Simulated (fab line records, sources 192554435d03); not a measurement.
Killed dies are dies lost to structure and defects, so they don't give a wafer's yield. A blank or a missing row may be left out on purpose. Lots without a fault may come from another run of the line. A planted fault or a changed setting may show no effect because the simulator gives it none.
A struck lot beside a sound one | flow n5_finfet | 37 steps out of a route of 1938
Sound: wafers L415.1, L415.4, L415.6. Struck: wafer L425.3. (L425.1 of the same lot was not struck and is left out.) The cause comes at the end.
At each step with rows: each side's tool, then ch and its chambers, then its first start. Under that, the readings that differ: sound wafers | struck wafers | difference of the means | sigmas: that difference in standard deviations of wafers without a fault.
alike: readings whose means differ by less than 2 such deviations, and words and numbers that are the same on both sides. not compared: withheld readings, readings that some wafer has no value for, bounds like >300 that may hide the same value, and numbers for which the record gives no deviation and whose values overlap.
The two part at a step that has a row with sigmas, a row that says differs or no value, or rows on one side only. Numbers that don't overlap but have no deviation are shown without sigmas and don't part them. A reading that every wafer of one side lacks parts them only if that side has two wafers or more.

first, 12 steps without rows for these wafers: N5_SD_EPI_P_STRIP_38 (strips in N2/H2); N5_SD_EPI_P_ETCHBACK_46 (etches SiNx in CH3F/O2, stops on SiO2, target depth 17.5 nm); N5_SD_EPI_P_ETCH_47 (etches SiOCN in CH3F/O2, target depth 25 nm); N5_SD_EPI_P_ETCH_16 (etches SiO2 in CHF3/O2, target depth 5 nm); N5_SD_EPI_P_STRIP_50 (strips in CHF3/O2); N5_SD_EPI_P_SD_RECESS_17 (chemistry HBr/Cl2/O2, target depth 39.1 nm, bt time 3 s); N5_SD_EPI_P_WET_ETCH_45 (etches SiO2 in dHF, time 10.7 s, target depth 2 nm, rinse time 30 s); N5_SD_EPI_P_STRIP_40 (strips in N2/H2); N5_SD_EPI_P_PRECLEAN_52 (cleans in O3/DIW, time 60 s); N5_SD_EPI_P_SRD_20 (time 30 s); N5_SD_EPI_P_PRECLEAN_51 (cleans in NF3:NH3, afs cycles 1, time 20 s, sublimation time 60 s); N5_SD_EPI_P_VAPOR_ETCH_44 (etches SiGe30 in NF3/Ar, time 3.3 s).
N5_SD_EPI_P_EPI_21: deposits SiGe:B, time 355 s.
  sound on epi_rpcvd-01 ch 0, day 4 03:41; struck on epi_rpcvd-01 ch 0, day 6 12:50
  reading                                     | sound          | struck | difference | sigmas
  epi_growth_time_s (s)                       | 355 355 355    | 427.47 | +72.47     |
  model.SiGe-B_of_SD_EPI_P_EPI_21.thk_nm (nm) | 61.8 60.8 61.4 | 69.2   | +7.9       |
N5_SD_EPI_P_EPI_MEAS_23:
  sound on film_metro-02, day 4 05:53; struck on film_metro-01, day 6 15:01
  reading     | sound          | struck | difference | sigmas
  thk_nm (nm) | 64.3 61.2 60.4 | 68.7   | +6.7       | +5
then, 8 steps without rows for these wafers: N5_SD_EPI_P_HM_STRIP_48 (strips SiNx in H3PO4, material SiNx, target depth 3 nm); N5_SD_EPI_P_SRD_49 (time 30 s); N5_SD_EPI_P_PRECLEAN_24 (cleans in O3/DIW, time 45 s); N5_SD_EPI_P_PRECLEAN_32 (cleans in dHF, time 10 s); N5_SD_EPI_P_PRECLEAN_33 (cleans in SC2, time 45 s); N5_SD_EPI_P_SRD_25 (time 30 s); N5_SD_ACTIVATION_RTA_00 (time 0 s); N5_SD_ACTIVATION_LSA_01 (time 0.0008 s).
N5_SD_ACTIVATION_RS_MEAS_03: measures by four-point-probe.
  sound on film_metro-01, day 4 06:29; struck on film_metro-01, day 6 15:38
  reading          | sound          | struck | difference | sigmas
  RS_SD_P (ohm/sq) | 54.9 55.9 55.3 | 50.3   | -5.1       | -5
  alike: RS_SD_N
then, 12 steps without rows for these wafers: N5_ILD0_LINER_00 (material SiNx, target thk 4 nm, pulse time 1 s, purge time 2 s); N5_ILD0_FCVD_FILL_01 (material SiO2 flowable, target thk 200 nm, time 328.3 s); N5_ILD0_CURE_02 (time 1800 s); N5_ILD0_CMP_03 (polishes, stops on SiNx, t overpolish 1.9 s, target thk 197.38 nm); N5_ILD0_CMP_07 (polishes SiO2 flowable, stops on poly-Si, t overpolish 1.18 s, target thk 138.88 nm); N5_ILD0_PRECLEAN_10 (cleans in NF3:NH3, afs cycles 5, time 20 s, sublimation time 60 s); N5_ILD0_ALD_15 (deposits SiNx, target thk 24 nm, pulse time 1 s, ald cycles 480); N5_ILD0_CMP_12 (polishes SiNx, stops on poly-Si, t overpolish 6 s, target thk 17.67 nm); N5_SDB_HM_DEP_00 (deposits SiNx from SiH4/NH3/N2, target thk 40 nm, time 35.3 s); N5_SDB_COAT_03 (time 60 s, resist thk 100 nm); N5_SDB_COAT_04 (time 60 s, resist thk 18 nm); N5_SDB_COAT_05 (resist thk 90 nm).
N5_MOL_CONTACT_COAG_ETCH_110: etches Si in CF4/O2, target depth 2.5 nm, time 8 s.
  sound on rie_diel-05 ch 0,1, day 5 11:10; struck on rie_diel-05 ch 2, day 7 21:06
  reading                                     | sound             | struck | difference | sigmas
  rf_vpp_V (V)                                | 129.2 127.6 129.0 | 124.9  | -3.7       | -2
  model.SiGe-B_of_SD_EPI_P_EPI_21.thk_nm (nm) | 58.8 58 58.4      | 65.8   | +7.4       |
  alike: drypump_motor_current_A, oes_product_au, showerhead_plenum_p_Torr, throttle_valve_pct
  not compared: rf_hours_counter_h
-- the record jumps here: 4 days lie between the struck wafers' starts before and after (it left off in module MOL_CONTACT_COAG and takes up again in module BEOL_M4, whose first step shown is number 1111 of the route) --
N5_BEOL_M4_RC_MEAS_101:
  sound on prober-01 ch 0, day 8 17:53; struck on prober-02 ch 0, day 11 10:38
  reading          | sound          | struck | difference | sigmas
  RS_SD_P (ohm/sq) | 64.4 65.9 64.8 | 59.0   | -6.0       | -5
  SS_P (mV/dec)    | 74.9 74.1 74.5 | 73.0   | -1.5       | -2
  alike: DIBL_N, DIBL_P, IOFF_N, IOFF_P, ION_N, ION_P, SS_N, VT_N, VT_P

WHERE THEY PART
First at N5_SD_EPI_P_EPI_MEAS_23; last, within this record, at N5_BEOL_M4_RC_MEAS_101.

WHY: what the simulator had put in
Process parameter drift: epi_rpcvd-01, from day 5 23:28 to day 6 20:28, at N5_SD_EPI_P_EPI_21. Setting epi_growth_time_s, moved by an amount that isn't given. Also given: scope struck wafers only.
